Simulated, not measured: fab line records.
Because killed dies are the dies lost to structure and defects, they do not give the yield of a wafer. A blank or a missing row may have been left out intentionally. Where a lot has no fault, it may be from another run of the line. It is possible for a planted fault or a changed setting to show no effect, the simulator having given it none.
fab line records	flow n5-finfet
record lots=6	wafers=18	last-day=17
route steps=1938 shown BEOL_M15@1808
lots untouched by any fault: they come from a run of this same line in which no faults occurred
start-h: the number of hours between the record's first day and the start of the first shown wafer of the lot	wait-h: time in hours since the lot's previous step	" repeats the value in the row above	L1.1+2: a row that stands for several wafers	- no value, or no start was given	* or withheld: withheld	< > ~ a bound
route shown NAME@n: names a module that has steps shown in the file, with the first one's number in the route	usual: mean/standard deviation taken from wafers without a fault	same: alike in all rows	chamber/n: place in a boat	sites: each site's reading	_std_site: their standard deviation	_edge_site: outer sites' mean less inner sites'	radius-mm: how far each site lies from the wafer's centre	mask NAME#n: copy n	behind: tool/chamber where the wafer was last shaped	hold: the reason the lot was held/the length of the hold in hours/how it ended	device: names the non-switching transistor (n, p or np)	end of line: at the end of the route, the tests of the same wafers	for a step that has no rows: nothing shown but its recipe	killed: dies lost to structure and defects at the first sort, not the wafer's yield	map: a wafer's dies, marking killed ones x, the rest . and places with no die _
set.NAME: setting as actually run; set.NAME@STEP: the setting as run at that earlier step	model.NAME: the simulator's own value behind a step, which no gauge read
a table for each step, a row for each wafer; lots at some steps of the route
services: the hour from which a tool's chamber was out of use, counted from the record's first day as start-h (under 0 if before that day), plus the number of hours and why
## steps
# step N5_BEOL_M15_ETCH_61
# recipe chemistry=N2/H2	target=BARC	target-depth-a=890	overetch-a=267	time-s=67.9	ion-energy-ev=200	pressure-mtorr=30	source-w=840	bias-w=150	n2-flow-sccm=200	h2-flow-sccm=200
# usual drypump-motor-current-A=5.6/0.48	oes-product-au=0.68/0.078	rf-vpp-V=524.0/2.5	showerhead-plenum-p-Torr=2.55/0.08	throttle-valve-pct=17.84/0.19
lot.wafer	tool	chamber	start-h	wait-h	drypump-motor-current-A	oes-product-au	rf-hours-counter-h	rf-vpp-V	showerhead-plenum-p-Torr	throttle-valve-pct
L700.1	rie-diel-05	0	294.90	0.0	6.4	0.79	17	523.5	2.49	17.84
L700.3	"	1	"	"	5.0	0.60	244	526.1	2.61	17.88
L700.4	"	1	"	"	5.0	0.60	-	525.3	2.61	17.88
L701.2	rie-diel-05	1	307.82	0.0	5.1	0.60	248	526.5	2.61	17.90
L701.4	"	2	"	"	6.4	0.82	2	529.7	2.72	17.82
L701.6	"	2	"	"	6.4	0.83	-	528.8	2.72	17.82
L706.2	rie-diel-05	2	326.48	0.0	6.4	0.79	10	528.4	2.71	17.83
L706.5	"	0	"	"	6.5	0.78	-	522.7	2.49	17.88
L706.6	"	2	"	"	6.3	0.79	-	528.3	2.71	17.82
L707.2	rie-diel-02	1	336.46	0.0	5.4	0.70	71	525.4	2.57	17.67
L707.4	"	2	"	"	5.2	0.63	203	522.7	2.52	18.11
L707.5	"	2	"	"	5.2	0.62	-	522.5	2.52	18.13
L711.3	rie-diel-02	2	374.52	0.0	5.2	0.62	213	523.7	2.52	18.14
L711.5	"	0	"	"	5.9	0.72	-	527.8	2.67	17.28
L711.6	"	1	"	"	5.4	0.69	-	526.1	2.57	17.67
L714.1	rie-diel-03	3	381.49	0.0	5.4	0.82	7	523.2	2.49	17.53
L714.3	"	1	"	"	5.4	0.64	175	523.3	2.53	17.76
L714.5	"	2	"	"	4.8	0.72	-	524.7	2.58	17.82
# step N5_BEOL_M15_TRENCH_ETCH_34
# recipe chemistry=C4F8/O2/Ar	target=SiO2	target-depth-a=8729.3	he-inner-torr=15	he-outer-torr=30	time-s=199	ion-energy-ev=800	pressure-mtorr=20	source-w=1905	bias-w=2040	Ar_flow_sccm=400	C4F8_flow_sccm=16	O2_flow_sccm=12
# step N5_BEOL_M15_STRIP_36
# recipe chemistry=O2	power-w=600	temp-c=60	pressure-mtorr=30	rf-frequency-hz=6e+07	bias-power-w=0	overash-fraction=0.3	o2-flow-sccm=225
# step N5_BEOL_M15_STRIP_62
# recipe chemistry=O2	power-w=600	temp-c=60	pressure-mtorr=30	rf-frequency-hz=6e+07	bias-power-w=0	overash-fraction=0.3	o2-flow-sccm=225
# usual drypump-motor-current-A=5.6/0.47	o2-flow-sccm=225.0/0.66	oes-product-au=0.80/0.093	rf-vpp-V=3.6/0.52	showerhead-plenum-p-Torr=2.11/0.071	throttle-valve-pct=16.65/0.22
lot.wafer	tool	chamber	start-h	wait-h	drypump-motor-current-A	o2-flow-sccm	oes-product-au	rf-hours-counter-h	rf-vpp-V	showerhead-plenum-p-Torr	throttle-valve-pct
L700.1	rie-diel-03	0	-	-	5.6	225.3	0.76	137	3.2	2.11	16.68
L700.3	"	3	"	"	5.3	225.3	0.67	236	2.8	2.06	16.72
L700.4	"	2	"	"	4.8	225.2	0.87	42	3.7	2.14	16.60
L701.2	rie-diel-02	0	-	-	5.9	224.7	0.87	63	4.7	2.21	16.17
L701.4	"	0	"	"	5.9	226.5	0.86	-	3.8	2.21	16.18
L701.6	"	3	"	"	5.7	224.6	0.72	-	3.9	2.17	16.78
L706.2	rie-diel-02	0	-	-	5.9	225.7	0.85	70	4.2	2.21	16.18
L706.5	"	0	"	"	5.9	224.7	0.87	-	3.7	2.21	16.19
L706.6	"	3	"	"	5.8	225.0	0.71	-	3.5	2.17	16.79
L707.2	rie-diel-02	3	-	-	5.8	225.1	0.70	213	4.6	2.17	16.82
L707.4	"	1	"	"	5.4	224.9	0.83	71	3.3	2.13	16.50
L707.5	"	2	"	"	5.2	225.3	0.75	-	4.7	2.09	16.89
L711.3	rie-diel-05	3	-	-	5.5	225.7	0.69	236	3.7	1.98	16.92
L711.5	"	2	"	"	6.3	225.3	0.89	-	4.2	2.24	16.67
L711.6	"	3	"	"	5.5	226.0	0.69	-	3.5	1.98	16.92
L714.1	rie-diel-03	3	-	-	5.4	224.6	0.95	8	3.8	2.05	16.29
L714.3	"	1	"	"	5.5	225.2	0.74	176	3.9	2.08	16.63
L714.5	"	0	"	"	5.5	224.6	0.75	-	3.2	2.10	16.71
# step N5_BEOL_M15_STRIP_37
# recipe chemistry=O2	power-w=600	temp-c=60	pressure-mtorr=30	rf-frequency-hz=6e+07	bias-power-w=0	overash-fraction=0.3	o2-flow-sccm=225
# usual drypump-motor-current-A=5.6/0.47	o2-flow-sccm=224.9/0.7	oes-product-au=0.80/0.094	rf-vpp-V=3.8/0.65	showerhead-plenum-p-Torr=2.11/0.071	throttle-valve-pct=16.65/0.22
lot.wafer	tool	chamber	start-h	wait-h	drypump-motor-current-A	o2-flow-sccm	oes-product-au	rf-hours-counter-h	rf-vpp-V	showerhead-plenum-p-Torr	throttle-valve-pct
L700.1	rie-diel-03	0	-	-	5.5	224.4	0.77	137	3.9	2.11	16.68
L700.3	"	3	"	"	5.4	225.1	0.68	236	3.8	2.06	16.72
L700.4	"	2	"	"	4.8	224.8	0.89	42	2.9	2.14	16.57
L701.2	rie-diel-02	0	-	-	5.9	225.1	0.86	63	4.5	2.21	16.20
L701.4	"	0	"	"	5.9	224.6	0.87	-	4.0	2.21	16.19
L701.6	"	3	"	"	5.8	225.6	0.72	-	3.9	2.17	16.79
L706.2	rie-diel-02	0	-	-	5.9	224.8	0.86	70	4.1	2.21	16.22
L706.5	"	0	"	"	5.9	225.2	0.86	-	3.8	2.21	16.21
L706.6	"	3	"	"	5.8	223.7	0.71	-	3.9	2.17	16.82
L707.2	rie-diel-02	3	-	-	5.8	225.6	0.71	213	3.2	2.17	16.81
L707.4	"	1	"	"	5.4	225.3	0.83	71	3.3	2.13	16.50
L707.5	"	2	"	"	5.2	225.0	0.74	-	4.7	2.09	16.89
L711.3	rie-diel-05	3	-	-	5.5	224.3	0.70	236	2.9	1.98	16.93
L711.5	"	2	"	"	6.3	223.8	0.90	-	4.1	2.24	16.68
L711.6	"	3	"	"	5.5	224.9	0.70	-	4.1	1.98	16.93
L714.1	rie-diel-03	3	-	-	5.4	224.5	0.97	8	3.6	2.05	16.31
L714.3	"	1	"	"	5.4	225.1	0.76	176	4.0	2.08	16.65
L714.5	"	0	"	"	5.5	224.5	0.75	-	3.9	2.10	16.74
# step N5_BEOL_M15_ETCH_38
# recipe chemistry=CF4/N2	target=SiCN	target-depth-a=1064	taper-deg=2	time-s=120.5	ion-energy-ev=150	mask-material=SiO2	pressure-mtorr=40	source-w=430	bias-w=70	Ar_flow_sccm=100	cf4-flow-sccm=60	n2-flow-sccm=60
# step N5_BEOL_M15_PRECLEAN_39
# recipe chemistry=residue-remover	time-s=60	temp-c=40
# step N5_BEOL_M15_SRD_40
# recipe time-s=30	temp-c=23	rinse-liquid=diw	dry=n2-spin	spin-rpm=1500	dry-time-s=30
# step N5_BEOL_M15_DEGAS_41
# recipe ambient=vacuum	temp-c=300	time-s=60
# step N5_BEOL_M15_PRE_CLEAN_42
# recipe gas=H2/He	time-s=30	temp-c=300
# usual heater-power-w=487/69
lot.wafer	tool	chamber	start-h	wait-h	heater-power-w
L700.1	pvd-sputter-03	-	296.34	0.0	499
L700.3	"	-	"	"	650
L700.4	"	-	"	"	442
L701.2	pvd-sputter-03	-	309.52	0.0	650
L701.4	"	-	"	"	420
L701.6	"	-	"	"	413
L706.2	pvd-sputter-03	-	327.86	0.0	636
L706.5	"	-	"	"	412
L706.6	"	-	"	"	642
L707.2	pvd-sputter-03	-	337.20	0.0	649
L707.4	"	-	"	"	409
L707.5	"	-	"	"	641
L711.3	pvd-sputter-01	-	376.70	0.0	474
L711.5	"	-	"	"	410
L711.6	"	-	"	"	484
L714.1	pvd-sputter-02	-	384.31	0.0	428
L714.3	"	-	"	"	501
L714.5	"	-	"	"	491
# step N5_BEOL_M15_SPUTTER_43
# recipe material=TaN	target-thk-a=150	temp-c=50	bias-v=168.6	power-w=15000	chamber-pressure-pa=0.12	time-s=24.19
# step N5_BEOL_M15_SPUTTER_44
# recipe material=Ta	target-thk-a=150	temp-c=50	bias-v=80	power-w=15000	chamber-pressure-pa=0.07	time-s=24.19
# usual cathode-dc-power-W=15000/2.8	throttle-valve-pct=29.8/1.1
lot.wafer	tool	chamber	start-h	wait-h	cathode-dc-power-W	throttle-valve-pct	model.Ta_of_BEOL_M15_SPUTTER_44.thk-nm
L700.1	pvd-sputter-03	-	296.46	0.0	15000	28.2	15.4
L700.3	"	-	"	"	15002	30.0	15.4
L700.4	"	-	"	"	14997	31.3	15.4
L701.2	pvd-sputter-03	-	309.64	0.0	15001	29.6	15
L701.4	"	-	"	"	15000	28.7	15.2
L701.6	"	-	"	"	14997	28.5	15
L706.2	pvd-sputter-03	-	327.98	0.0	15000	29.8	15.2
L706.5	"	-	"	"	14998	28.7	16.6
L706.6	"	-	"	"	14996	29.8	15.4
L707.2	pvd-sputter-03	-	337.32	0.0	15001	29.5	15.2
L707.4	"	-	"	"	14998	28.5	17
L707.5	"	-	"	"	14998	29.9	16.8
L711.3	pvd-sputter-01	-	376.82	0.0	15001	30.1	15.2
L711.5	"	-	"	"	15001	29.8	15.2
L711.6	"	-	"	"	15004	29.9	15.2
L714.1	pvd-sputter-02	-	384.43	0.0	15003	28.7	15.2
L714.3	"	-	"	"	14998	28.5	15
L714.5	"	-	"	"	14999	31.7	15
# step N5_BEOL_M15_SPUTTER_45
# recipe material=Cu	target-thk-a=1000	temp-c=-20	bias-v=60	power-w=26000	chamber-pressure-pa=0.13	time-s=16.67
# usual cathode-dc-power-W=26000/4.6	throttle-valve-pct=29.8/1
lot.wafer	tool	chamber	start-h	wait-h	cathode-dc-power-W	throttle-valve-pct
L700.1	pvd-sputter-03	-	296.54	0.0	26003	28.1
L700.3	"	-	"	"	25995	29.5
L700.4	"	-	"	"	26005	31.1
L701.2	pvd-sputter-03	-	309.72	0.0	25999	29.6
L701.4	"	-	"	"	26004	28.6
L701.6	"	-	"	"	25998	28.8
L706.2	pvd-sputter-03	-	328.06	0.0	26000	29.9
L706.5	"	-	"	"	26004	28.9
L706.6	"	-	"	"	26001	29.9
L707.2	pvd-sputter-03	-	337.40	0.0	26000	29.7
L707.4	"	-	"	"	26004	29.0
L707.5	"	-	"	"	25994	29.7
L711.3	pvd-sputter-01	-	376.90	0.0	26005	29.7
L711.5	"	-	"	"	25992	29.4
L711.6	"	-	"	"	25998	30.0
L714.1	pvd-sputter-02	-	384.51	0.0	25995	28.9
L714.3	"	-	"	"	26011	28.7
L714.5	"	-	"	"	26007	31.7
## services
tool	chamber	start-h	hours	kind
rie-diel-02	3	290.29	7.6	repair
rie-diel-02	1	297.44	11.5	repair
rie-diel-03	0	312.23	12.7	repair
rie-diel-05	1	313.46	-	clean
rie-diel-05	1	313.46	-	consumable-replace:focus-ring
rie-diel-05	1	313.46	15.3	scheduled-down
rie-diel-05	1	313.46	15.3	vent-cycle
pvd-sputter-02	-	346.69	2.1	repair
rie-diel-03	3	348.85	-	clean
rie-diel-03	3	348.85	-	consumable-replace:focus-ring
rie-diel-03	3	348.85	13.8	scheduled-down
rie-diel-03	3	348.85	13.8	vent-cycle
pvd-sputter-03	-	357.26	3.2	repair
pvd-sputter-03	-	361.68	0.8	repair
rie-diel-05	1	367.43	4.6	repair
## key
first-sign none at tools or gauges
model-effect step=N5_BEOL_M15_SPUTTER_44	value=Ta_of_BEOL_M15_SPUTTER_44.thk-nm	without=15.27	struck=16.8
met-at N5_BEOL_M15_SPUTTER_44
struck-wafers L706.5,L707.4,L707.5
onset-between 309.64 327.98
fault kind=process-parameter-drift	tool=pvd-sputter-03	chamber=-	onset-h=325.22	steps=N5_BEOL_M15_SPUTTER_44	channel=time-s	offset=*	shape=step	end-h=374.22	scope=struck-wafers-only	acts-in=*	stated=*
